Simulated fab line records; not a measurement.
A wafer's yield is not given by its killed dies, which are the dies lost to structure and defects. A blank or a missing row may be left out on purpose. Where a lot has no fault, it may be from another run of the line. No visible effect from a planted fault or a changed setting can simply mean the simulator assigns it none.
Chamber matching	flow n5 finfet	N5_BEOL_M8_CMP_52 on cmp-01 has 4 sister chambers
The step polishes, stops on SiCOH lowk, t overpolish 6.9 s, target thk 80 nm. 4 wafers are shown with their chamber, then 7 later ones without.

## EACH WAFER AND ITS CHAMBER
wafer	chamber	motor current A (A)
L083.2	2	5.1
L090.3	0	7.2
L090.4	3	7.0
L093.3	1	5.2

## WAFERS WITHOUT THEIR CHAMBER
wafer	motor current A (A)
L093.4	6.8
L094.1	6.8
L094.2	5.0
L095.1	5.1
L095.4	6.7
L097.3	5.2
L097.4	6.8

## EACH ONE'S CHAMBER
wafer	from the rows above	in truth
L093.4	can't be placed: 3 or 0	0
L094.1	can't be placed: 3 or 0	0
L094.2	can't be placed: 2 or 1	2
L095.1	can't be placed: 2 or 1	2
L095.4	can't be placed: 3 or 0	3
L097.3	can't be placed: 1 or 2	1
L097.4	can't be placed: 3 or 0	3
0 of 7 placed correctly. Not placeable from these rows: 7 (in 7, the candidates include the true chamber). Number placed wrongly: 0.
How it was worked out, from the rows above alone: a wafer's distance from a chamber is the root of the sum, over the readings, of the square of ((its reading less the chamber's mean) divided by the reading's scatter). The wafer belongs to the nearest chamber; if the next one is less than 2 further off, it can't be placed. For every chamber, the mean is computed from those of its wafers that are shown. The scatter (one wafer shown for each chamber): square how far every hidden wafer sits from the nearest shown wafer, average those squares and take the square root.
